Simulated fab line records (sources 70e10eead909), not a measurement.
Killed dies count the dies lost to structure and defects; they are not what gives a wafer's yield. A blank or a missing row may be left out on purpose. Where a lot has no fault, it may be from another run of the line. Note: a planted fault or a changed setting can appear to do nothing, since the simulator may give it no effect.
A lot that was struck, set against a sound lot -- flow nand harc -- 15 out of 1302 route steps
Sound: the wafers L885.1, L885.3, L885.6. Struck: wafer L895.2 (L895.3, L895.5, from the same lot, were not struck and are left out); the cause is given at the end.
Each step with rows lists, per side, the tool, then ch with its chambers, then its first start. Under that, the readings that differ: sound wafers -- struck wafers -- difference of the means -- sigmas: that difference in standard deviations of wafers without a fault.
alike: a reading whose means differ by less than 2 such deviations, as well as words and numbers matching on both sides. not compared: withheld readings; readings where some wafer has no value; bounds like >300 that might hide an equal value; numbers whose values overlap and for which the record gives no deviation.
A row with sigmas, a row that says differs or no value, or rows on one side alone: a step with any of these is where the two part. When numbers do not overlap yet have no deviation, they are printed without sigmas and do not part them. Lack of a reading on every wafer of one side parts them only where that side has two or more wafers.

NHARC_A_DECK1_JOINT_INSPECT_05:
  sound: defect inspect-02 at day 12 16:50; struck: defect inspect-01 at day 17 06:01
  alike: raw defect count
then, 1 step without rows for these wafers: NHARC_A_ONON_D2_DEP_00 (target thk 1000 nm).
NHARC_A_ONON_D2_THK_MEAS_02: measures by ellipsometry.
  sound: film metro-01 at day 12 17:25; struck: film metro-01 at day 17 06:41
  alike: thk nm
then, 1 step without rows for these wafers: NHARC_A_ONON_D2_DEP_03 (target thk 1000 nm).
NHARC_A_ONON_D2_THK_MEAS_05: measures by ellipsometry.
  sound: film metro-02 at day 12 17:59; struck: film metro-02 at day 17 07:19
reading,sound,struck,difference,sigmas
thk nm (nm),1026 1027 1026,993,-33,-3
then, 1 step without rows for these wafers: NHARC_A_ONON_D2_DEP_06 (target thk 1000 nm).
NHARC_A_ONON_D2_THK_MEAS_08: measures by ellipsometry.
  sound: film metro-02 at day 12 18:33; struck: film metro-02 at day 17 07:52
  alike: thk nm
then, 1 step without rows for these wafers: NHARC_A_ONON_D2_DEP_09 (target thk 1000 nm).
NHARC_A_ONON_D2_THK_MEAS_11: measures by ellipsometry.
  sound: film metro-02 at day 12 19:07; struck: film metro-02 at day 17 08:26
reading,sound,struck,difference,sigmas
thk nm (nm),996 997 996,974,-22,-2
then, 1 step without rows for these wafers: NHARC_A_ONON_D2_DEP_12 (target thk 1000 nm).
NHARC_A_ONON_D2_THK_MEAS_14: measures by ellipsometry.
  sound: film metro-01 at day 12 19:41; struck: film metro-01 at day 17 09:00
  alike: thk nm
then, 1 step without rows for these wafers: NHARC_A_ONON_D2_ANNEAL_15 (time 3600 s).
NHARC_A_ONON_D2_DEP_16: target thk 1000 nm.
  sound on pecvd onon-01 ch 0, day 13 02:37; struck on pecvd onon-04 ch 0, day 17 15:29
  alike: n2 flow sccm
NHARC_A_ONON_D2_THK_MEAS_18: measures by ellipsometry.
  sound: film metro-01 at day 13 03:07; struck: film metro-02 at day 17 15:56
reading,sound,struck,difference,sigmas
thk nm (nm),995 994 995,1524,+529,+53
then, 1 step without rows for these wafers: NHARC_A_ONON_D2_DEP_19 (target thk 1000 nm).

WHERE THEY PART
Last at NHARC_A_ONON_D2_THK_MEAS_18 as far as this record goes, first at NHARC_A_ONON_D2_THK_MEAS_05.

WHY: whatever the simulator had introduced
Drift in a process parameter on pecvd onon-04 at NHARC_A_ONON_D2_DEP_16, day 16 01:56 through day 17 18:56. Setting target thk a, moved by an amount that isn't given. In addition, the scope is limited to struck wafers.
